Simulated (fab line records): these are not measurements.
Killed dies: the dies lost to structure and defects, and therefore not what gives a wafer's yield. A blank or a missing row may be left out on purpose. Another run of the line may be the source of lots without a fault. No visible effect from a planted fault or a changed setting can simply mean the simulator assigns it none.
Chamber matching | flow n5-finfet | 4 sister chambers for N5_MIM_BOT_LITHO_DESCUM_10 on rie-diel-05
The step chemistry O2, time 7.9 s. 7 wafers are shown with their chamber, then 8 later ones without.

WAFERS WITH THEIR CHAMBER
wafer  | chamber | drypump-motor-current-A (A) | throttle-valve-pct (%)
L078.6 | 3       | 6.7                         | 20.52
L080.4 | 1       | 6.2                         | 20.68
L080.5 | 2       | 5.8                         | 20.20
L091.3 | 2       | 5.7                         | 20.21
L091.4 | 0       | 5.7                         | 20.24
L091.6 | 3       | 6.7                         | 20.56
L090.2 | 1       | 6.2                         | 20.70

WAFERS WITHOUT THEIR CHAMBER
wafer  | drypump-motor-current-A (A) | throttle-valve-pct (%)
L090.3 | 5.8                         | 20.22
L090.6 | 6.2                         | 20.71
L092.3 | 5.7                         | 20.22
L092.5 | 6.2                         | 20.69
L092.6 | 5.7                         | 20.22
L097.2 | 5.7                         | 20.26
L097.3 | 5.7                         | 20.24
L097.6 | 5.7                         | 20.25

CHAMBER TAKEN BY EACH
wafer  | from the rows above     | in truth
L090.3 | can't be placed: 2 or 0 | 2
L090.6 | 1                       | 1
L092.3 | can't be placed: 0 or 2 | 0
L092.5 | 1                       | 1
L092.6 | can't be placed: 0 or 2 | 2
L097.2 | 0                       | 0
L097.3 | 0                       | 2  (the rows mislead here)
L097.6 | 0                       | 0
4 of 8 placed correctly. From these rows, 3 cannot be placed; in 3 the true chamber is one of the candidates. 1 placed wrongly.
How it was worked out, from the rows above alone: a wafer's distance from a chamber is the root of the sum, over the readings, of the square of ((its reading less the chamber's mean) divided by the reading's scatter). The wafer belongs to the nearest chamber; if the next one is less than 2 further off, it can't be placed. The mean given for a chamber averages the wafers shown for that chamber. The scatter: the root of (the sum of the squares of (reading less its chamber's mean) over the shown wafers, divided by (wafers less chambers)).
